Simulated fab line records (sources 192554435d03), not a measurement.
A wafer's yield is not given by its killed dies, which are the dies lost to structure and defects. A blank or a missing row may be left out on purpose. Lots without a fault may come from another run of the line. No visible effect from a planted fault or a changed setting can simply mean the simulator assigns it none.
fab line records | flow n5_finfet
[record] lots = 8 wafers = 23 last_day = 21
route steps=1938 shown BEOL_M4@1111 BEOL_M14@1750 PASSIVATION@1936
lots untouched by any fault: they come from a run of this same line in which no faults occurred
start_h: hours from the record's first day to the start of the lot's first wafer shown | wait_h: how many hours have passed since the lot's step before this one | " the same as in the row above | L1.1+2: several wafers, shown together as one row | - either no value or no given start | * or withheld: withheld | < > ~ a bound
route shown NAME@n: names a module that has steps shown in the file, with the first one's number in the route | usual: the fault-free wafers' mean and standard deviation | same: alike in all rows | chamber/n: place in a boat | sites: each site's reading | _std_site: the values' standard deviation | _edge_site: inner sites' mean taken away from outer sites' mean | radius_mm: for every site, how far away it sits from the centre of the wafer | mask NAME#n: copy n | behind: tool/chamber where the wafer was last shaped | hold: why the lot was held/for how many hours/how that ended | device: the n, p or np transistor that did not switch | end of line: tests run on the same wafers once the route is complete | where a step has no rows: the recipe by itself | killed: the dies lost at the first sort to structure and to defects; this is not the yield of the wafer | map: dies across one wafer; x = killed, . = not, _ = none there
set.NAME: setting as actually run; set.NAME@STEP: the setting as run at that earlier step | model.NAME: the simulator's own value behind a step, which no gauge read
steps of the route over a sample of lots; a table a step, a row a wafer
services: from which hour (start_h, from the record's first day; less than 0 if before it) a tool's chamber was out of use, for how many hours, and why
[[steps]]
[step N5_BEOL_M4_RC_MEAS_101]
[usual] DIBL_N = 36.1/2.3 DIBL_P = 36/3.2 IOFF_N = 0.16/0.045 IOFF_P = 0.21/0.049 ION_N = 674/14 ION_P = 462/8.4 SS_N = 71.6/0.83 SS_P = 73.2/0.87 VT_N = 249/3.8 VT_P = -250/3.4
// columns lot.wafer tool chamber start_h wait_h DIBL_N[mV/V] DIBL_P[mV/V] IOFF_N[nA/um] IOFF_P[nA/um] ION_N[uA/um] ION_P[uA/um] SS_N[mV/dec] SS_P[mV/dec] VT_N[mV] VT_P[mV]
L980.2 prober-01 0 266.49 0.2 36.3 33 0.14 0.18 650 449 71.9 72.9 254 -250
L980.4 " 0 " " 33.2 30 0.10 0.15 672 459 71.6 72.3 255 -253
L980.6 " 0 " " 36.7 35 0.14 0.21 682 470 72.0 73.0 253 -250
L979.2 prober-01 0 271.85 0.2 33.3 35 0.12 0.19 655 460 70.6 73.0 254 -250
L979.4 " 0 " " 34.5 36 0.13 0.23 664 464 70.5 72.7 249 -244
L986.3 prober-02 0 286.86 0.3 34.9 34 0.12 0.15 652 444 70.7 71.9 253 -255
L986.4 " 0 " " 36.0 36 0.14 0.19 668 456 71.9 73.5 251 -255
L986.6 " 0 " " 34.8 33 0.12 0.15 645 439 70.9 72.9 254 -257
L988.1 prober-01 0 303.85 0.0 33.8 34 0.16 0.22 667 462 71.5 73.0 248 -248
L988.4 " 0 " " 34.2 34 0.14 0.21 662 460 71.5 72.4 250 -249
L988.5 " 0 " " 34.2 34 0.15 0.21 684 474 71.1 73.1 248 -249
L985.3 prober-02 0 311.05 0.3 37.8 38 0.18 0.23 684 470 72.6 73.9 251 -250
L985.5 " 0 " " 42.2 44 0.31 0.34 692 471 73.7 76.2 243 -247
L985.6 " 0 " " 36.9 37 0.17 0.22 694 468 71.5 73.5 246 -250
L995.3 prober-01 0 355.20 0.3 34.4 36 0.14 0.16 672 458 71.9 72.9 251 -255
L995.4 " 0 " " 35.0 37 0.14 0.19 678 466 72.0 73.1 254 -256
L995.5 " 0 " " 35.4 37 0.15 0.19 676 465 72.3 73.5 251 -253
L998.2 prober-02 0 358.83 0.2 37.6 38 0.17 0.20 673 458 71.3 73.8 248 -252
L998.3 " 0 " " 39.2 41 0.21 0.28 674 466 72.2 75.1 249 -249
L998.4 " 0 " " 36.5 37 0.15 0.20 675 462 71.2 73.9 248 -254
L100.1 prober-02 0 364.44 0.0 39.9 39 0.22 0.24 707 474 72.3 74.2 244 -250
L100.2 " 0 " " 36.0 34 0.14 0.17 661 450 70.8 73.0 250 -252
L100.5 " 0 " " 35.4 33 0.13 0.17 670 460 70.4 72.0 251 -248
[step N5_BEOL_M14_ETCH_67]
[recipe] chemistry = CF4 target = SiARC target_depth_a = 1430 time_s = 238.3 ion_energy_ev = 80 pressure_mtorr = 40 source_w = 545 bias_w = 36 Ar_flow_sccm = 100 cf4_flow_sccm = 100 ends = cleared
[usual] drypump_motor_current_A = 5.68/0.19 etch_rf_on_time_s = 239/8.8 mfc_ar_sccm = 100.1/0.3 oes_product_au = 0.68/0.073 rf_vpp_V = 183.6/1.1 showerhead_plenum_p_Torr = 2.10/0.059 throttle_valve_pct = 15.64/0.27
// columns lot.wafer tool chamber start_h wait_h drypump_motor_current_A etch_rf_on_time_s mfc_ar_sccm oes_product_au rf_hours_counter_h rf_vpp_V showerhead_plenum_p_Torr throttle_valve_pct
L979.2 rie_diel-04 0 344.35 0.0 5.87 229 99.8 0.73 65 183.4 2.08 15.71
L979.4 " 3 " " 5.25 249 100.5 0.59 219 185.0 2.19 16.03
L980.2 rie_diel-01 3 349.82 0.0 5.87 244 100.0 0.73 45 182.7 2.10 15.30
L980.4 " 1 " " 5.50 237 100.7 0.67 127 185.7 2.23 15.72
L980.6 " 2 " " 5.64 257 100.1 0.58 - 182.3 2.12 16.12
L986.3 rie_diel-03 1 377.24 0.0 5.78 235 99.8 0.63 191 183.4 2.04 15.84
L986.4 " 0 " " 5.52 225 99.7 0.80 14 182.6 2.10 15.26
L986.6 " 1 " " 5.77 239 100.2 0.63 - 183.7 2.04 15.84
L985.3 rie_diel-01 0 404.22 0.0 5.73 231 99.8 0.66 167 182.5 2.06 15.72
L985.5 " 2 " " 5.64 255 100.0 0.58 - 183.5 2.11 16.15
L985.6 " 3 " " 5.85 237 99.9 0.72 - 182.3 2.10 15.35
L988.1 rie_diel-01 2 410.10 0.0 5.65 254 99.9 0.58 243 183.7 2.11 16.16
L988.4 " 3 " " 5.88 237 99.8 0.72 - 182.5 2.10 15.37
L988.5 " 0 " " 5.74 233 99.6 0.65 - 184.3 2.06 15.73
L995.3 rie_diel-03 1 445.68 0.0 5.79 238 100.4 0.61 216 183.5 2.03 15.90
L995.4 " 2 " " 5.97 233 100.2 0.81 11 185.5 2.18 15.35
L995.5 " 0 " " 5.51 226 99.9 0.75 - 183.6 2.09 15.32
L100.1 rie_diel-03 2 454.68 0.0 5.93 236 99.8 0.79 14 185.4 2.18 15.35
L100.2 " 1 " " 5.78 241 100.2 0.60 219 183.3 2.03 15.89
L100.5 " 1 " " 5.78 239 100.3 0.61 - 181.4 2.03 15.88
L998.2 rie_diel-03 1 460.91 0.0 5.79 241 100.6 0.60 222 181.0 2.03 15.90
L998.3 " 0 " " 5.50 228 100.1 0.73 49 184.5 2.08 15.33
L998.4 " 3 " " 5.68 249 99.8 0.59 230 183.6 2.03 15.75
[step N5_BEOL_M14_ETCH_68]
[recipe] chemistry = N2/H2 target = SOC mask_material = SiARC source_w = 3000 bias_w = 350 temp_c = 40 time_s = 450 ion_energy_ev = 200 pressure_mtorr = 30 n2_flow_sccm = 200 h2_flow_sccm = 200
[usual] drypump_motor_current_A = 5.68/0.19 oes_product_au = 0.79/0.081 rf_vpp_V = 522.7/2.4 showerhead_plenum_p_Torr = 2.49/0.083 throttle_valve_pct = 17.8/0.31
[same] time_s = 450
// columns lot.wafer tool chamber start_h wait_h drypump_motor_current_A oes_product_au rf_hours_counter_h rf_vpp_V showerhead_plenum_p_Torr throttle_valve_pct
L979.2 rie_diel-04 0 344.50 0.1 5.86 0.84 65 521.7 2.46 17.7
L979.4 " 3 " " 5.25 0.70 220 526.7 2.62 18.3
L980.2 rie_diel-01 3 349.97 0.1 5.90 0.87 45 523.0 2.48 17.5
L980.4 " 1 " " 5.53 0.79 128 527.7 2.65 17.9
L980.6 " 2 " " 5.65 0.70 - 523.5 2.52 18.4
L986.3 rie_diel-03 1 377.39 0.1 5.77 0.72 191 520.4 2.41 18.0
L986.4 " 0 " " 5.52 0.93 14 522.3 2.47 17.3
L986.6 " 1 " " 5.79 0.72 - 521.1 2.41 18.0
L985.3 rie_diel-01 0 404.37 0.1 5.72 0.77 167 519.5 2.43 17.8
L985.5 " 2 " " 5.64 0.70 - 522.3 2.51 18.4
L985.6 " 3 " " 5.87 0.86 - 521.7 2.48 17.5
L988.1 rie_diel-01 2 410.25 0.1 5.63 0.69 243 522.8 2.51 18.4
L988.4 " 3 " " 5.88 0.84 - 521.4 2.48 17.5
L988.5 " 0 " " 5.73 0.76 - 519.3 2.43 17.8
L995.3 rie_diel-03 1 445.83 0.1 5.78 0.70 216 520.5 2.40 18.0
L995.4 " 2 " " 5.98 0.94 11 525.8 2.60 17.5
L995.5 " 0 " " 5.50 0.86 - 521.2 2.46 17.4
L100.1 rie_diel-03 2 454.83 0.1 5.98 0.93 14 526.1 2.60 17.5
L100.2 " 1 " " 5.78 0.70 219 520.1 2.40 18.0
L100.5 " 1 " " 5.79 0.70 - 520.7 2.40 18.0
L998.2 rie_diel-03 1 461.06 0.1 5.78 0.69 223 519.2 2.40 18.1
L998.3 " 0 " " 5.50 0.84 49 523.3 2.46 17.4
L998.4 " 3 " " 5.66 0.70 230 519.9 2.38 17.7
[step N5_BEOL_M14_CMP_49]
[recipe] stop_on = SiO2 t_overpolish_s = 5.2 down_force_psi = 2 platen_rpm = 80 clearing_platen_down_force_psi = 2 clearing_platen_rpm = 80 post_cmp_clean = cu_alkaline target_thk_nm = 560 clearing_platen_pad_velocity_m_s = 1.5917 pad_velocity_m_s = 1.5917
[usual] barrier_field_endpoint_s = 11.4/0.31 motor_current_A = 8.3/0.6 overpolish_run_s = 5.200/0.0099 time_to_endpoint_s = 121/5.5
[same] t_overpolish_s = 5.2
// columns lot.wafer tool chamber start_h wait_h barrier_field_endpoint_s motor_current_A overpolish_run_s time_to_endpoint_s
L979.4 cmp-04 0 347.76 0.2 11.3 7.4 5.200 121
L979.2 " 1 " " 11.8 7.5 5.196 129
L980.4 cmp-02 0 352.04 0.1 11.6 8.3 5.196 125
L980.2 " 1 " " 11.2 8.6 5.178 120
L980.6 " 1 " " 11.3 8.7 5.200 125
L986.3 cmp-03 1 382.85 0.3 11.6 8.4 5.200 120
L986.4 " 2 " " 11.1 8.7 5.186 116
L986.6 " 3 " " 11.1 7.7 5.190 115
L985.3 cmp-03 2 406.92 0.2 11.2 8.4 5.193 120
L985.5 " 0 " " 11.5 8.7 5.197 122
L985.6 " 1 " " 11.5 8.5 5.213 125
L988.1 cmp-03 1 412.66 0.3 23.1 8.5 2.839 158
L988.4 " 0 " " 11.1 8.7 5.186 117
L988.5 " 1 " " 11.5 8.4 5.208 125
L995.4 cmp-04 1 449.22 0.1 11.5 8.7 5.225 128
L995.3 " 2 " " 11.4 8.0 5.193 126
L995.5 " 1 " " 11.6 8.0 5.193 126
L100.2 cmp-04 0 458.80 0.4 11.5 7.5 5.197 119
L100.1 " 2 " " 11.5 7.6 5.217 123
L100.5 " 3 " " 10.8 8.8 5.203 112
L998.4 cmp-02 1 463.31 0.1 11.5 8.2 5.198 122
L998.3 " 2 " " 11.2 8.4 5.200 118
L998.2 " 0 " " 11.1 7.9 5.183 118
[step N5_BEOL_M14_THK_MEAS_50]
[recipe] thk_meas_gauge = xrf reads = Cu_of_BEOL_M14_ECD_47
[usual] M14_THK = 563/22
// columns lot.wafer tool chamber start_h wait_h M14_THK[nm]
L979.2 film_metro-02 - 348.02 - 590
L979.4 " - " " 542
L980.2 film_metro-02 - 352.34 - 552
L980.4 " - " " 567
L980.6 " - " " 528
L986.3 film_metro-02 - 383.07 - 577
L986.4 " - " " 608
L986.6 " - " " 578
L985.3 film_metro-01 - 407.14 - 571
L985.5 " - " " 522
L985.6 " - " " 566
L988.1 film_metro-01 - 412.96 - 980
L988.4 " - " " 560
L988.5 " - " " 572
L995.3 film_metro-01 - 449.52 - 572
L995.4 " - " " 585
L995.5 " - " " 604
L100.1 film_metro-01 - 459.06 - 578
L100.2 " - " " 562
L100.5 " - " " 563
L998.2 film_metro-01 - 463.61 - 565
L998.3 " - " " 589
L998.4 " - " " 543
[step N5_BEOL_M14_DEP_53]
[recipe] material = SiCN target_thk_a = 500 temp_c = withheld precursor = 3MS/NH3 pressure_torr = 3 rf_w = 675 time_s = 17.8
[usual] showerhead_plenum_p_Torr = 4.157/0.019 throttle_valve_pct = 18.5/1.4
[same] time_s = 17.8
// columns lot.wafer tool chamber start_h wait_h showerhead_plenum_p_Torr throttle_valve_pct
L979.2 pecvd-03 1 348.08 0.0 4.129 18.6
L979.4 " 2 " " 4.134 17.1
L980.2 pecvd-03 1 352.40 0.0 4.131 18.8
L980.4 " 1 " " 4.124 18.6
L980.6 " 0 " " 4.174 19.5
L986.3 pecvd-02 0 383.13 0.0 4.146 17.2
L986.4 " 2 " " 4.126 17.4
L986.6 " 1 " " 4.166 18.4
L985.3 pecvd-02 0 407.29 0.1 4.157 17.2
L985.5 " 0 " " 4.151 17.2
L985.6 " 0 " " 4.151 17.2
L988.1 pecvd-04 2 413.03 0.0 4.144 16.8
L988.4 " 2 " " 4.145 16.7
L988.5 " 2 " " 4.145 16.7
L995.3 pecvd-04 0 449.58 0.0 4.169 20.2
L995.4 " 0 " " 4.170 20.3
L995.5 " 2 " " 4.156 16.7
L100.1 pecvd-04 0 459.12 0.0 4.169 20.2
L100.2 " 2 " " 4.151 16.9
L100.5 " 1 " " 4.173 20.6
L998.2 pecvd-04 1 463.67 0.0 4.176 20.5
L998.3 " 2 " " 4.142 17.2
L998.4 " 2 " " 4.147 17.2
[step N5_BEOL_M14_INSPECT_55]
[recipe] inspect_instrument = darkfield mode = post_dep
[usual] raw_defect_count = 66/19
// columns lot.wafer tool chamber start_h wait_h raw_defect_count
L979.2 defect_inspect-01 - 348.17 0.0 49
L979.4 " - " " 56
L980.2 defect_inspect-02 - 352.49 0.0 34
L980.4 " - " " 39
L980.6 " - " " 72
L986.3 defect_inspect-01 - 383.23 0.0 83
L986.4 " - " " 61
L986.6 " - " " 68
L985.3 defect_inspect-02 - 407.42 0.0 67
L985.5 " - " " 83
L985.6 " - " " 96
L988.1 defect_inspect-02 - 413.14 0.0 6459
L988.4 " - " " 64
L988.5 " - " " 57
L995.3 defect_inspect-02 - 449.67 0.0 66
L995.4 " - " " 73
L995.5 " - " " 50
L100.1 defect_inspect-01 - 459.21 0.0 61
L100.2 " - " " 52
L100.5 " - " " 56
L998.2 defect_inspect-01 - 463.76 0.0 37
L998.3 " - " " 80
L998.4 " - " " 76
[step N5_PASSIVATION_PROBE_49]
[usual] defect_limited_yield = 90.9/1.6 killed_at_M0_to_M3 = 37/11 killed_at_M4_up = 15/5.6 killed_at_contacts = 13/6.4 killed_at_front_end = 39/11 killed_at_other = 4/3.1 killed_dies = 107/19 killed_on_rim = 14/4.3 killed_open = 71/14 killed_short = 34/7.8 sort_bin_4_leakage = 0.01/0.053 sort_bin_5_function = 5.3/1 sort_bin_6_memory = 3.4/0.72 sort_bin_8_speed = 0.0/0.42 sort_n_pass = 1072/20 sort_yield_pct = 90.9/1.7
[same] gross_dies = 1180 killed_at_back_side = 0
// columns lot.wafer tool chamber start_h wait_h defect_limited_yield[%] killed_at_M0_to_M3 killed_at_M4_up killed_at_contacts killed_at_front_end killed_at_other killed_dies killed_on_rim killed_open killed_short sort_bin_4_leakage[%] sort_bin_5_function[%] sort_bin_6_memory[%] sort_bin_8_speed[%] sort_n_pass sort_yield_pct[%]
L979.2 prober-01 - 370.53 0.1 91.1 43 14 10 32 6 105 16 62 38 0 4.7 3.6 0 1075 91.1
L979.4 prober-01 - 370.63 0.2 94.2 21 15 4 27 2 69 13 40 25 0 3.7 2.1 0 1111 94.2
L980.2 prober-02 - 370.95 0.1 90.9 44 26 4 31 2 107 11 79 27 0 5.7 3.0 0 1073 90.9
L980.4 prober-02 - 371.05 0.2 92.0 41 10 6 34 3 94 8 60 31 0 4.5 3.1 0 1086 92.0
L980.6 prober-02 - 371.15 0.3 92.3 30 15 9 37 0 91 11 64 25 0 5.3 2.2 0 1089 92.3
L986.3 prober-01 - 406.32 0.1 90.4 43 9 12 37 12 113 14 81 30 0 6.1 3.3 0.2 1065 90.3
L986.4 prober-01 - 406.37 0.2 88.5 42 14 12 55 13 136 16 103 31 0 7.3 3.8 0 1044 88.5
L986.6 prober-01 - 406.47 0.3 90.3 35 7 25 43 4 114 11 85 28 0 5.2 4.2 0.2 1064 90.2
L985.3 prober-02 - 430.31 0.1 88.8 40 20 15 48 9 132 20 89 41 0 7.0 4.0 0 1048 88.8
L985.5 prober-02 - 430.41 0.2 88.2 45 25 21 41 7 139 16 101 34 0.51 6.6 4.8 0 1035 87.7
L985.6 prober-02 - 430.46 0.3 90.5 47 20 10 28 7 112 10 68 42 0 4.7 4.2 0 1068 90.5
L988.1 prober-01 - 435.53 0.0 0 55 1060 16 43 6 1180 152 83 49 0 6.4 4.2 0 0 0
L988.4 prober-01 - 435.68 0.2 91.1 33 14 10 41 7 105 22 62 39 0 5.4 3.2 0 1075 91.1
L988.5 prober-01 - 435.73 0.2 90.8 32 19 12 45 1 109 12 78 31 0 5.8 3.1 0 1071 90.8
L995.3 prober-01 - 473.93 0.1 91.9 26 18 11 34 6 95 9 62 31 0 5.0 3.0 0 1085 91.9
L995.4 prober-01 - 473.98 0.2 90.9 38 16 14 34 5 107 11 81 25 0 5.3 3.5 0 1073 90.9
L995.5 prober-01 - 474.03 0.2 93.2 18 13 13 34 2 80 11 52 27 0 4.7 1.8 0 1100 93.2
L100.1 prober-02 - 479.04 0.0 93.6 39 10 12 14 1 76 10 54 21 0 4.2 2.1 0 1104 93.6
L100.2 prober-02 - 479.09 0.1 91.5 54 10 9 26 1 100 14 67 32 0 4.9 3.4 0 1080 91.5
L100.5 prober-02 - 479.24 0.2 91.9 47 10 10 24 5 96 20 64 32 0 4.5 3.4 0 1084 91.9
// killed by level:class
L979.2 BEOL_M0_SAQP:geometric_particle:open=15 BEOL_M0_SAQP:geometric_particle:short=13 GATE_CUT:geometric_particle:short=9 MOL_CONTACT_COAG:geometric_particle:open=7 FIN_SAQP:geometric_particle:open=6 GATE_CUT:geometric_particle:open=5 BEOL_M1:geometric_particle:open=5 BEOL_M4:geometric_particle:open=4
L979.4 BEOL_M0_SAQP:geometric_particle:short=7 BEOL_M4:geometric_particle:open=6 DUMMY_GATE:geometric_particle:open=4 GATE_CUT:geometric_particle:open=4 FIN_SAQP:geometric_particle:short=3 FIN_SAQP:geometric_particle:open=3 GATE_CUT:geometric_particle:short=3 BEOL_M0_SAQP:geometric_particle:open=3
L980.2 BEOL_M0_SAQP:geometric_particle:open=15 BEOL_M4:geometric_particle:open=12 BEOL_M2:geometric_particle:open=11 BEOL_M3:geometric_particle:open=7 STI_FIN_REVEAL:geometric_particle:open=6 FIN_SAQP:geometric_particle:open=5 BEOL_M0_SAQP:geometric_particle:short=5 GATE_CUT:geometric_particle:open=4
L980.4 BEOL_M0_SAQP:geometric_particle:open=11 DUMMY_GATE:geometric_particle:open=8 BEOL_M0_SAQP:geometric_particle:short=8 BEOL_M3:geometric_particle:open=7 BEOL_M4:geometric_particle:open=6 BEOL_M2:geometric_particle:open=6 STI_FIN_REVEAL:geometric_particle:open=5 GATE_CUT:geometric_particle:short=4
L980.6 BEOL_M4:geometric_particle:open=9 FIN_SAQP:geometric_particle:open=7 STI_FIN_REVEAL:geometric_particle:open=7 MOL_CONTACT_COAG:geometric_particle:open=7 BEOL_M2:geometric_particle:open=7 BEOL_M3:geometric_particle:open=7 BEOL_M1:geometric_particle:open=4 STARTING-WAFER:geometric_particle:short=4
L986.3 BEOL_M2:geometric_particle:open=15 FIN_SAQP:geometric_particle:open=13 MOL_CONTACT_COAG:geometric_particle:open=11 STI_FIN_REVEAL:geometric_particle:open=8 BEOL_M1:geometric_particle:open=8 FIN_SAQP:geometric_particle:short=6 BEOL_M0_SAQP:geometric_particle:open=5 BEOL_M3:geometric_particle:open=5
L986.4 STI_FIN_REVEAL:geometric_particle:open=25 FIN_SAQP:geometric_particle:open=15 MOL_CONTACT_COAG:geometric_particle:open=12 BEOL_M0_SAQP:geometric_particle:open=8 BEOL_M0_SAQP:geometric_particle:short=8 BEOL_M2:geometric_particle:open=6 BEOL_M0:geometric_particle:open=5 BEOL_M3:geometric_particle:open=5
L986.6 MOL_CONTACT_COAG:geometric_particle:open=21 STI_FIN_REVEAL:geometric_particle:open=12 BEOL_M2:geometric_particle:open=10 FIN_SAQP:geometric_particle:open=9 BEOL_M1:geometric_particle:open=9 DUMMY_GATE:geometric_particle:open=4 GATE_CUT:geometric_particle:short=4 MOL_CONTACT_COAG:geometric_particle:short=4
L985.3 DUMMY_GATE:geometric_particle:open=13 MOL_CONTACT_COAG:geometric_particle:open=12 BEOL_M4:geometric_particle:open=12 BEOL_M1:geometric_particle:open=11 BEOL_M2:geometric_particle:open=11 FIN_SAQP:geometric_particle:short=8 STI_FIN_REVEAL:geometric_particle:open=8 FIN_SAQP:geometric_particle:open=7
L985.5 MOL_CONTACT_COAG:geometric_particle:open=18 BEOL_M2:geometric_particle:open=15 BEOL_M0_SAQP:geometric_particle:open=14 BEOL_M4:geometric_particle:open=13 FIN_SAQP:geometric_particle:open=10 DUMMY_GATE:geometric_particle:open=7 FIN_SAQP:geometric_particle:short=6 STI_FIN_REVEAL:geometric_particle:open=4
L985.6 BEOL_M4:geometric_particle:open=14 BEOL_M2:geometric_particle:open=13 MOL_CONTACT_COAG:geometric_particle:open=8 BEOL_M3:geometric_particle:open=8 FIN_SAQP:geometric_particle:short=7 BEOL_M0_SAQP:geometric_particle:short=7 BEOL_M2:geometric_particle:short=6 STARTING-WAFER:geometric_particle:short=4
L988.1 BEOL_M14:area_cmp=1048 MOL_CONTACT_COAG:geometric_particle:open=14 BEOL_M2:geometric_particle:open=14 FIN_SAQP:geometric_particle:short=13 BEOL_M3:geometric_particle:open=11 FIN_SAQP:geometric_particle:open=10 BEOL_M0_SAQP:geometric_particle:short=8 BEOL_M0_SAQP:geometric_particle:open=8
L988.4 FIN_SAQP:geometric_particle:short=15 MOL_CONTACT_COAG:geometric_particle:open=8 BEOL_M0_SAQP:geometric_particle:open=8 BEOL_M2:geometric_particle:open=8 FIN_SAQP:geometric_particle:open=6 BEOL_M0:geometric_particle:short=5 BEOL_M4:geometric_particle:open=5 BEOL_M5:geometric_particle:open=5
L988.5 STI_FIN_REVEAL:geometric_particle:open=19 BEOL_M2:geometric_particle:open=18 FIN_SAQP:geometric_particle:short=10 MOL_CONTACT_COAG:geometric_particle:open=10 BEOL_M4:geometric_particle:open=9 BEOL_M0_SAQP:geometric_particle:short=5 FIN_SAQP:geometric_particle:open=4 STI_FIN_REVEAL:geometric_particle:short=4
L995.3 FIN_SAQP:geometric_particle:open=8 STI_FIN_REVEAL:geometric_particle:open=7 GATE_CUT:geometric_particle:short=7 MOL_CONTACT_COAG:geometric_particle:open=7 BEOL_M3:geometric_particle:open=7 BEOL_M0_SAQP:geometric_particle:short=5 BEOL_M4:geometric_particle:open=5 BEOL_M2:geometric_particle:open=4
L995.4 BEOL_M3:geometric_particle:open=12 FIN_SAQP:geometric_particle:open=11 MOL_CONTACT_COAG:geometric_particle:open=11 BEOL_M4:geometric_particle:open=9 STI_FIN_REVEAL:geometric_particle:open=6 BEOL_M0_SAQP:geometric_particle:short=6 BEOL_M2:geometric_particle:open=6 BEOL_M0_SAQP:geometric_particle:open=5
L995.5 MOL_CONTACT_COAG:geometric_particle:open=11 FIN_SAQP:geometric_particle:short=10 FIN_SAQP:geometric_particle:open=7 BEOL_M3:geometric_particle:open=5 STI_FIN_REVEAL:geometric_particle:open=4 BEOL_M0_SAQP:geometric_particle:open=4 BEOL_M2:geometric_particle:open=4 BEOL_M5:geometric_particle:open=4
L100.1 MOL_CONTACT_COAG:geometric_particle:open=11 BEOL_M0_SAQP:geometric_particle:open=10 BEOL_M0_SAQP:geometric_particle:short=8 BEOL_M3:geometric_particle:open=8 BEOL_M1:geometric_particle:open=5 BEOL_M4:geometric_particle:open=5 STI_FIN_REVEAL:geometric_particle:open=3 BEOL_M2:geometric_particle:open=3
L100.2 BEOL_M2:geometric_particle:open=14 BEOL_M0_SAQP:geometric_particle:open=10 MOL_CONTACT_COAG:geometric_particle:open=9 BEOL_M0_SAQP:geometric_particle:short=6 BEOL_M1:geometric_particle:short=6 BEOL_M1:geometric_particle:open=6 BEOL_M3:geometric_particle:open=6 BEOL_M4:geometric_particle:open=5
L100.5 BEOL_M2:geometric_particle:open=13 BEOL_M3:geometric_particle:open=10 MOL_CONTACT_COAG:geometric_particle:open=7 DUMMY_GATE:geometric_particle:open=6 BEOL_M0_SAQP:geometric_particle:open=6 BEOL_M0_SAQP:geometric_particle:short=5 BEOL_M1:geometric_particle:open=5 FIN_SAQP:geometric_particle:short=3
[[services]]
// columns tool chamber start_h hours kind
rie_diel-04 2 332.82 4.0 repair
cmp-03 - 345.46 2.0 repair
cmp-03 - 351.98 2.6 repair
pecvd-03 1 352.44 2.7 repair
cmp-04 - 381.92 4.0 pm
cmp-02 - 387.25 5.8 pm
rie_diel-03 2 390.73 - clean
rie_diel-03 2 390.73 - consumable_replace:focus_ring
rie_diel-03 2 390.73 25.9 scheduled_down
rie_diel-03 2 390.73 25.9 vent_cycle
pecvd-02 2 391.50 18.6 repair
rie_diel-01 0 394.03 3.4 repair
cmp-04 - 396.87 3.4 repair
rie_diel-04 3 403.00 26.1 repair
rie_diel-01 1 409.37 8.5 repair
rie_diel-03 1 417.77 8.0 repair
cmp-02 - 418.69 0.5 repair
rie_diel-01 2 426.22 - clean
rie_diel-01 2 426.22 - consumable_replace:focus_ring
rie_diel-01 2 426.22 24.0 scheduled_down
pecvd-03 - 434.29 2.4 repair
rie_diel-03 2 439.39 1.4 repair
cmp-04 - 453.74 1.4 repair
cmp-02 - 456.25 4.9 pm
[[key]]
[first_sign] step = N5_BEOL_M14_CMP_49 reading = overpolish_run_s direction = down sigmas = 99+ usual = 5.200 struck = 2.839
[effect] step = N5_BEOL_M14_CMP_49 reading = barrier_field_endpoint_s direction = up sigmas = 38 usual = 11.4 struck = 23.1
[effect] step = N5_BEOL_M14_THK_MEAS_50 reading = M14_THK direction = up sigmas = 19 usual = 563 struck = 980
[effect] step = N5_BEOL_M14_INSPECT_55 reading = raw_defect_count direction = up sigmas = 99+ usual = 66 struck = 6459
[effect] step = N5_PASSIVATION_PROBE_49 reading = killed_at_M4_up direction = up sigmas = 99+ usual = 15 struck = 1060
[more_kills_born_at] N5_BEOL_M14_CMP_49@cmp-03 = 1048
met_at N5_BEOL_M14_CMP_49
struck_lots L988
struck_wafers L988.1
later_rows_left_out L988.1
not_acting_at N5_BEOL_M14_ETCH_67,N5_BEOL_M14_ETCH_68,N5_BEOL_M14_DEP_53
onset_between 406.92 412.66
[fault] kind = process_parameter_drift tool = cmp-03 chamber = - onset_h = 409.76 steps = N5_BEOL_M14_CMP_49 channel = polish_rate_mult offset = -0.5 shape = step end_h = 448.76 scope = struck_wafers_only
// later_rows_left_out: the simulator's readings of these wafers behind a module that went badly wrong aren't trusted and aren't shown, but for the sort
